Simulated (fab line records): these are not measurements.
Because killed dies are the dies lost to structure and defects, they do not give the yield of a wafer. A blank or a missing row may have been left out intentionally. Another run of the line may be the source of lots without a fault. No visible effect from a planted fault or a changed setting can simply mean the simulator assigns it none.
fab line records -- flow n5Finfet
record lots=9, wafers=25, lastDay=21
route steps=1938 shown BEOL_M0@721 BEOL_M4@1111 PASSIVATION@1936
lots with no fault: from the same line, run without faults
startH: start of the lot's first displayed wafer, in hours after the record's first day -- waitH: how many hours have passed since the lot's step before this one -- " same as the row above -- L1.1+2: one row covering several wafers at once -- - either no value or no given start -- * or withheld: withheld -- < > ~ a bound
route shown NAME@n: a module of which the file shows steps, and the number in the route of the first -- usual: the fault-free wafers' mean and standard deviation -- same: alike in all rows -- chamber/n: place in a boat -- sites: the reading at each site -- _std_site: standard deviation across them -- _edge_site: outer sites' mean less inner sites' -- radiusMm: for every site, how far away it sits from the centre of the wafer -- mask NAME#n: copy n -- behind: the last tool/chamber to shape the wafer -- hold: what put the lot on hold/how long, in hours/how the hold closed -- device: which transistor (n, p or np) failed to switch -- end of line: at the end of the route, the tests of the same wafers -- for a step that has no rows: nothing shown but its recipe -- killed: dies lost to structure and defects at the first sort, not the wafer's yield -- map: a wafer's dies, marking killed ones x, the rest . and places with no die _
set.NAME: setting as actually run; set.NAME@STEP: the setting as run at that earlier step -- model.NAME: the simulator's own value behind a step, which no gauge read
one table for each step of the route and one row for each wafer, over a sample of lots
services: from which hour (startH, from the record's first day; less than 0 if before it) a tool's chamber was out of use, for how many hours, and why
## steps
# step N5_BEOL_M0_TRENCH_ETCH_107
# recipe chemistry=C4F6/O2, targetDepthA=328, target=SiOC, timeS=16.4, ionEnergyEv=250, pressureMtorr=30, sourceW=355, biasW=185, Ar_flow_sccm=300, C4F6_flow_sccm=10, O2_flow_sccm=10
# usual O2_flow_sccm=9.996/0.028, drypumpMotorCurrentA=6.04/0.21, oesProductAu=0.79/0.081, rfFwdPowerW=348.6/1.9, rfVppV=664/14, showerheadPlenumPTorr=2.80/0.091, throttleValvePct=20.88/0.18
lot.wafer,tool,chamber,startH,waitH,O2_flow_sccm,drypumpMotorCurrentA,oesProductAu,rfFwdPowerW,rfHoursCounterH,rfVppV,showerheadPlenumPTorr,throttleValvePct
L330.2,rieDiel-03,1,119.08,0.0,10.041,5.89,0.74,351.9,138,666,2.70,20.98
L330.3,rieDiel-03,2,119.08,0.0,9.987,6.07,0.79,348.5,89,653,2.77,20.91
L330.4,rieDiel-03,2,119.08,0.0,9.982,6.08,0.79,349.5,-,651,2.77,20.92
L331.2,rieDiel-02,0,122.59,0.0,10.052,6.26,0.87,352.8,33,644,2.78,20.69
L331.5,rieDiel-02,0,122.59,0.0,10.029,6.28,0.86,352.6,-,644,2.78,20.68
L331.6,rieDiel-02,1,122.59,0.0,9.964,6.31,0.68,347.6,-,682,2.72,21.24
L332.2,rieDiel-02,2,131.61,0.0,10.025,6.16,0.78,347.5,145,673,2.75,20.66
L332.4,rieDiel-02,1,131.61,0.0,9.952,6.31,0.67,347.5,243,683,2.71,21.24
L332.6,rieDiel-02,0,131.61,0.0,10.047,6.27,0.85,352.6,-,644,2.78,20.69
L340.2,rieDiel-04,1,173.82,0.0,10.006,6.06,0.76,347.3,151,658,2.74,20.99
L340.5,rieDiel-04,1,173.82,0.0,10.010,6.06,0.76,346.7,-,659,2.74,20.97
L341.2,rieDiel-04,3,180.74,0.0,10.013,6.15,0.79,349.8,98,648,2.74,20.98
L341.4,rieDiel-04,0,180.74,0.0,9.994,6.00,0.69,348.5,230,651,2.74,20.98
L345.1,rieDiel-04,1,204.52,0.0,9.972,6.05,0.75,345.7,159,659,2.73,21.00
L345.4,rieDiel-04,2,204.52,0.0,10.068,5.78,0.69,348.0,244,670,2.79,21.19
L345.6,rieDiel-04,3,204.52,0.0,9.996,6.13,0.77,349.3,-,648,2.74,21.00
L348.1,rieDiel-02,2,224.59,0.0,10.008,6.17,0.75,347.9,175,672,2.73,20.71
L348.4,rieDiel-02,0,224.59,0.0,9.976,6.28,0.81,351.3,69,643,2.77,20.75
L348.5,rieDiel-02,2,224.59,0.0,9.983,6.17,0.75,348.7,-,672,2.73,20.70
L351.1,rieDiel-04,2,244.66,0.0,10.011,5.80,1.00,348.7,0,671,2.79,20.85
L351.3,rieDiel-04,3,244.66,0.0,9.994,6.15,0.77,350.4,118,648,2.73,21.03
L351.6,rieDiel-04,3,244.66,0.0,10.024,6.13,0.76,350.3,-,648,2.73,21.02
L353.1,rieDiel-04,3,252.79,0.0,9.963,6.15,0.76,348.9,123,648,2.73,21.02
L353.4,rieDiel-04,2,252.79,0.0,9.969,5.80,1.00,348.9,-,671,2.78,20.86
L353.5,rieDiel-04,1,252.79,0.0,9.994,6.04,0.74,345.6,-,658,2.72,21.01
# step N5_BEOL_M0_PRE_CLEAN_113
# recipe gas=H2/He, timeS=30, tempC=250
# usual heaterPowerW=345/35, susceptorTempC=250.03/0.18
lot.wafer,tool,chamber,startH,waitH,heaterPowerW,susceptorTempC
L330.2,pvdSputter-01,-,119.97,0.0,358,249.97
L330.3,pvdSputter-01,-,119.97,0.0,304,250.08
L330.4,pvdSputter-01,-,119.97,0.0,280,249.83
L331.2,pvdSputter-02,-,123.02,0.0,387,249.95
L331.5,pvdSputter-02,-,123.02,0.0,349,249.56
L331.6,pvdSputter-02,-,123.02,0.0,377,250.18
L332.2,pvdSputter-02,-,132.04,0.0,308,249.80
L332.4,pvdSputter-02,-,132.04,0.0,319,250.13
L332.6,pvdSputter-02,-,132.04,0.0,328,249.86
L340.2,pvdSputter-03,-,174.53,0.0,401,249.80
L340.5,pvdSputter-03,-,174.53,0.0,350,250.53
L341.2,pvdSputter-03,-,181.42,0.0,366,250.10
L341.4,pvdSputter-03,-,181.42,0.0,345,250.02
L345.1,pvdSputter-03,-,205.31,0.0,410,249.97
L345.4,pvdSputter-03,-,205.31,0.0,348,249.97
L345.6,pvdSputter-03,-,205.31,0.0,397,249.89
L348.1,pvdSputter-03,-,225.23,0.0,358,250.15
L348.4,pvdSputter-03,-,225.23,0.0,364,249.99
L348.5,pvdSputter-03,-,225.23,0.0,345,250.15
L351.1,pvdSputter-02,-,245.75,0.0,326,249.80
L351.3,pvdSputter-02,-,245.75,0.0,310,250.23
L351.6,pvdSputter-02,-,245.75,0.0,326,250.07
L353.1,pvdSputter-01,-,253.30,0.0,280,249.79
L353.4,pvdSputter-01,-,253.30,0.0,314,250.02
L353.5,pvdSputter-01,-,253.30,0.0,321,250.09
# step N5_BEOL_M0_CVD_115
# recipe material=Co, targetThkA=*, tempC=withheld, precursor=CCTBA/H2, pressureTorr=30, timeS=120
# usual chamberPressureTorr=30.00/0.065, runLengthS=142.8/0.73
lot.wafer,tool,chamber,startH,waitH,chamberPressureTorr,runLengthS
L330.2,cvdCo-01,1,121.73,0.2,30.00,143.0
L330.3,cvdCo-01,0,121.73,0.2,30.07,143.0
L330.4,cvdCo-01,2,121.73,0.2,30.11,141.7
L331.2,cvdCo-01,2,123.39,0.0,30.12,142.1
L331.5,cvdCo-01,1,123.39,0.0,29.89,143.5
L331.6,cvdCo-01,0,123.39,0.0,29.93,142.8
L332.2,cvdCo-02,0,132.40,0.0,29.90,143.6
L332.4,cvdCo-02,2,132.40,0.0,30.11,141.9
L332.6,cvdCo-02,2,132.40,0.0,30.18,142.7
L340.2,cvdCo-01,1,175.06,0.0,30.07,224.5
L340.5,cvdCo-01,2,175.06,0.0,30.06,223.5
L341.2,cvdCo-01,0,181.92,0.1,29.94,224.9
L341.4,cvdCo-01,1,181.92,0.1,29.95,142.8
L345.1,cvdCo-02,1,205.76,0.0,30.04,143.4
L345.4,cvdCo-02,0,205.76,0.0,29.98,143.6
L345.6,cvdCo-02,1,205.76,0.0,29.92,144.2
L348.1,cvdCo-02,2,225.96,0.3,29.99,141.7
L348.4,cvdCo-02,0,225.96,0.3,30.00,143.8
L348.5,cvdCo-02,1,225.96,0.3,29.99,143.8
L351.1,cvdCo-02,0,246.40,0.3,29.93,143.5
L351.3,cvdCo-02,2,246.40,0.3,29.96,142.0
L351.6,cvdCo-02,1,246.40,0.3,30.09,143.6
L353.1,cvdCo-02,2,253.65,0.0,30.00,142.4
L353.4,cvdCo-02,1,253.65,0.0,29.97,143.3
L353.5,cvdCo-02,2,253.65,0.0,29.88,141.8
# step N5_BEOL_M0_SPUTTER_141
# recipe material=Cu, targetThkA=40, tempC=-20, chamberPressurePa=0.07, powerW=withheld, timeS=7.37
# usual susceptorTempC=-20.00/0.1, throttleValvePct=29.7/0.72
lot.wafer,tool,chamber,startH,waitH,susceptorTempC,throttleValvePct
L330.2,pvdSputter-02,-,122.20,0.0,-20.08,28.0
L330.3,pvdSputter-02,-,122.20,0.0,-19.94,29.9
L330.4,pvdSputter-02,-,122.20,0.0,-19.86,29.4
L331.2,pvdSputter-02,-,123.85,0.0,-20.26,27.9
L331.5,pvdSputter-02,-,123.85,0.0,-20.20,27.8
L331.6,pvdSputter-02,-,123.85,0.0,-20.03,29.8
L332.2,pvdSputter-01,-,132.90,0.0,-19.88,30.0
L332.4,pvdSputter-01,-,132.90,0.0,-19.92,28.9
L332.6,pvdSputter-01,-,132.90,0.0,-20.05,30.0
L340.2,pvdSputter-03,-,175.57,0.0,-20.13,30.8
L340.5,pvdSputter-03,-,175.57,0.0,-20.05,30.1
L341.2,pvdSputter-03,-,182.47,0.0,-20.00,30.3
L341.4,pvdSputter-03,-,182.47,0.0,-20.17,29.2
L345.1,pvdSputter-02,-,207.87,0.0,-20.16,27.6
L345.4,pvdSputter-02,-,207.87,0.0,-19.87,29.7
L345.6,pvdSputter-02,-,207.87,0.0,-20.14,27.8
L348.1,pvdSputter-03,-,227.58,0.0,-20.08,30.3
L348.4,pvdSputter-03,-,227.58,0.0,-19.95,30.3
L348.5,pvdSputter-03,-,227.58,0.0,-20.19,30.2
L351.1,pvdSputter-01,-,248.26,0.0,-19.85,30.0
L351.3,pvdSputter-01,-,248.26,0.0,-20.08,29.9
L351.6,pvdSputter-01,-,248.26,0.0,-19.92,30.0
L353.1,pvdSputter-01,-,254.14,0.0,-20.09,29.6
L353.4,pvdSputter-01,-,254.14,0.0,-19.95,29.0
L353.5,pvdSputter-01,-,254.14,0.0,-20.02,29.9
# step N5_BEOL_M4_RC_MEAS_101
# usual DIBL_N=36.3/1.9, DIBL_P=36.6/2.4, IOFF_N=0.17/0.037, IOFF_P=0.23/0.04, ION_N=682/14, ION_P=468/8.6, SS_N=71.6/0.67, SS_P=73.4/0.71, VT_N=248/3.3, VT_P=-248.9/2.9
lot.wafer,tool,chamber,startH,waitH,DIBL_N[mV/V],DIBL_P[mV/V],IOFF_N[nA/um],IOFF_P[nA/um],ION_N[uA/um],ION_P[uA/um],SS_N[mV/dec],SS_P[mV/dec],VT_N[mV],VT_P[mV]
L332.2,prober-02,0,193.74,0.2,38.4,39.9,0.23,0.31,712,486,71.0,73.5,242,-240.0
L332.4,prober-02,0,193.74,0.2,35.0,36.2,0.15,0.23,681,475,71.3,73.2,248,-247.9
L332.6,prober-02,0,193.74,0.2,38.3,40.1,0.21,0.29,688,474,72.5,74.1,246,-244.0
L331.2,prober-02,0,213.27,0.2,36.9,37.1,0.17,0.23,666,460,72.4,73.1,251,-250.3
L331.5,prober-02,0,213.27,0.2,39.7,39.7,0.26,0.29,687,468,72.9,74.1,242,-244.7
L331.6,prober-02,0,213.27,0.2,34.5,34.6,0.13,0.19,652,454,70.9,72.6,254,-249.8
L330.2,prober-01,0,213.68,0.2,34.6,35.2,0.14,0.17,671,456,70.7,72.3,253,-252.2
L330.3,prober-01,0,213.68,0.2,36.1,38.3,0.16,0.23,682,465,71.6,73.7,247,-250.2
L330.4,prober-01,0,213.68,0.2,36.3,37.0,0.15,0.20,672,457,71.6,73.0,250,-252.8
L340.2,prober-01,0,244.08,0.2,36.1,36.5,0.16,0.24,689,477,72.0,73.3,248,-247.5
L340.5,prober-01,0,244.08,0.2,32.9,31.7,0.11,0.18,659,467,70.0,72.3,249,-249.1
L341.2,prober-02,0,275.14,0.2,33.7,34.2,0.13,0.19,677,461,70.7,73.3,251,-250.4
L341.4,prober-02,0,275.14,0.2,35.0,35.3,0.15,0.21,675,466,71.3,73.5,250,-251.8
L345.1,prober-01,0,310.65,0.0,37.7,39.2,0.20,0.25,690,472,71.7,73.4,245,-248.1
L345.4,prober-01,0,310.65,0.0,39.6,40.3,0.25,0.26,694,473,72.6,74.0,247,-247.4
L345.6,prober-01,0,310.65,0.0,38.3,38.9,0.20,0.24,688,468,72.4,73.3,251,-251.3
L348.1,prober-02,0,349.91,0.0,34.7,35.9,0.16,0.20,686,472,70.5,73.4,249,-247.2
L348.4,prober-02,0,349.91,0.0,36.2,37.6,0.18,0.23,680,467,71.6,73.6,247,-247.7
L348.5,prober-02,0,349.91,0.0,33.2,33.2,0.12,0.16,660,459,71.8,72.7,254,-251.3
L351.1,prober-02,0,356.44,0.0,33.8,34.9,0.16,0.20,699,479,70.9,73.0,246,-250.3
L351.3,prober-02,0,356.44,0.0,36.8,37.7,0.21,0.24,699,474,71.7,74.2,246,-246.6
L351.6,prober-02,0,356.44,0.0,36.8,37.2,0.22,0.24,698,472,71.5,73.2,242,-250.8
L353.1,prober-02,0,375.51,0.0,34.3,33.4,0.14,0.17,669,459,71.1,72.8,250,-252.5
L353.4,prober-02,0,375.51,0.0,34.5,34.6,0.14,0.18,678,469,70.5,73.0,250,-248.1
L353.5,prober-02,0,375.51,0.0,34.6,34.5,0.14,0.18,672,456,71.4,72.8,250,-248.1
# step N5_PASSIVATION_PROBE_49
# usual defectLimitedYield=91.2/1.5, killed_at_M0_to_M3=35/12, killed_at_M4_up=14/5.1, killedAtContacts=13/6, killedAtFrontEnd=38/12, killedAtOther=4/3.5, killedDies=104/18, killedOpen=68/13, killedShort=33/8.1, sort_bin_5_function=5.2/1, sort_bin_6_memory=3.2/0.69, sort_bin_8_speed=0.01/0.051, sortNPass=1076/18, sortYieldPct=91.2/1.5
# same grossDies=1180, killedAtBackSide=0, sort_bin_4_leakage[%]=0
lot.wafer,tool,chamber,startH,waitH,defectLimitedYield[%],killed_at_M0_to_M3,killed_at_M4_up,killedAtContacts,killedAtFrontEnd,killedAtOther,killedDies,killedOpen,killedShort,sort_bin_5_function[%],sort_bin_6_memory[%],sort_bin_8_speed[%],sortNPass,sortYieldPct[%]
L345.1,prober-02,-,409.58,0.0,92.9,36,11,8,28,1,84,64,16,4.0,2.9,0,1096,92.9
L345.4,prober-02,-,409.73,0.2,92.3,23,12,9,47,0,91,59,31,4.7,2.7,0,1089,92.3
L345.6,prober-02,-,409.83,0.3,92.5,32,7,4,46,0,89,60,26,3.6,3.3,0,1091,92.5
L353.1,prober-02,-,500.25,0.0,89.7,37,15,6,48,16,122,69,47,6.2,3.8,0,1058,89.7
L353.4,prober-02,-,500.40,0.2,90.3,39,12,15,39,9,114,66,44,5.8,3.3,0,1066,90.3
L353.5,prober-02,-,500.45,0.2,90.1,31,6,24,43,13,117,78,34,6.1,3.0,0,1063,90.1
# killed by level:class
L345.1 STI_FIN_REVEAL:geometricParticle:open=9 BEOL_M3:geometricParticle:open=8 MOL_CONTACT_COAG:geometricParticle:open=7 BEOL_M1:geometricParticle:open=6 BEOL_M0_SAQP:geometricParticle:short=5 BEOL_M0_SAQP:geometricParticle:open=5 BEOL_M2:geometricParticle:open=5 BEOL_M4:geometricParticle:open=5
L345.4 STI_FIN_REVEAL:geometricParticle:open=12 GATE_CUT:geometricParticle:short=9 MOL_CONTACT_COAG:geometricParticle:open=8 FIN_SAQP:geometricParticle:short=6 BEOL_M3:geometricParticle:open=6 BEOL_M1:geometricParticle:open=6 GATE_CUT:geometricParticle:open=5 DUMMY_GATE:geometricParticle:open=4
L345.6 STI_FIN_REVEAL:geometricParticle:open=10 GATE_CUT:geometricParticle:open=10 BEOL_M1:geometricParticle:open=9 DUMMY_GATE:geometricParticle:open=8 BEOL_M2:geometricParticle:open=6 BEOL_M0_SAQP:geometricParticle:open=5 GATE_CUT:geometricParticle:short=4 MOL_CONTACT_COAG:geometricParticle:open=4
L353.1 FIN_SAQP:geometricParticle:open=12 BEOL_M1:geometricParticle:open=9 FIN_SAQP:geometricParticle:short=8 GATE_CUT:geometricParticle:short=8 BEOL_M0_SAQP:geometricParticle:open=8 BEOL_M3:geometricParticle:open=7 BEOL_M0_SAQP:geometricParticle:short=6 STI_FIN_REVEAL:geometricParticle:open=5
L353.4 MOL_CONTACT_COAG:geometricParticle:open=11 BEOL_M1:geometricParticle:open=11 FIN_SAQP:geometricParticle:open=9 FIN_SAQP:geometricParticle:short=8 BEOL_M3:geometricParticle:open=8 BEOL_M0_SAQP:geometricParticle:short=6 BEOL_M1:geometricParticle:short=6 STI_FIN_REVEAL:geometricParticle:open=5
L353.5 MOL_CONTACT_COAG:geometricParticle:open=18 BEOL_M3:geometricParticle:open=9 FIN_SAQP:geometricParticle:open=8 BEOL_M2:geometricParticle:open=8 STI_FIN_REVEAL:geometricParticle:open=7 GATE_CUT:geometricParticle:short=7 MOL_CONTACT_COAG:geometricParticle:short=6 BEOL_M0_SAQP:geometricParticle:open=6
## services
tool,chamber,startH,hours,kind
cvdCo-01,0,98.21,7.7,repair
rieDiel-04,2,100.26,10.0,repair
rieDiel-03,1,100.86,6.7,repair
rieDiel-02,3,102.85,-,clean
rieDiel-02,3,102.85,-,consumableReplace:focusRing
rieDiel-02,3,102.85,13.7,scheduledDown
rieDiel-02,3,102.85,13.7,ventCycle
cvdCo-02,1,114.67,-,clean
cvdCo-02,1,114.67,22.0,scheduledDown
cvdCo-02,1,114.67,22.0,ventCycle
pvdSputter-03,-,138.99,2.0,repair
pvdSputter-02,-,172.82,0.6,repair
rieDiel-04,1,184.51,1.2,repair
rieDiel-04,2,219.63,4.6,repair
rieDiel-04,2,228.76,-,clean
rieDiel-04,2,228.76,-,consumableReplace:focusRing
rieDiel-04,2,228.76,14.8,scheduledDown
rieDiel-04,2,228.76,14.8,ventCycle
cvdCo-02,1,229.99,3.3,repair
rieDiel-04,0,244.03,-,clean
rieDiel-04,0,244.03,-,consumableReplace:focusRing
rieDiel-04,0,244.03,-,consumableReplace:showerhead
rieDiel-04,0,244.03,21.5,scheduledDown
rieDiel-04,0,244.03,21.5,ventCycle
## key
firstSign step=N5_BEOL_M0_CVD_115, reading=runLengthS, direction=up, sigmas=99+, usual=*, struck=*
effect none on later readings
metAt N5_BEOL_M0_CVD_115
struckLots L340,L341
struckWafers L340.2,L340.5,L341.2
notActingAt N5_BEOL_M0_TRENCH_ETCH_107,N5_BEOL_M0_PRE_CLEAN_113,N5_BEOL_M0_SPUTTER_141
onsetBetween 123.39 175.06
fault kind=processParameterDrift, tool=cvdCo-01, chamber=-, onsetH=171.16, steps=N5_BEOL_M0_CVD_115, channel=timeS, offset=*, shape=step, endH=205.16, scope=struckWafersOnly, actsIn=*, stated=*
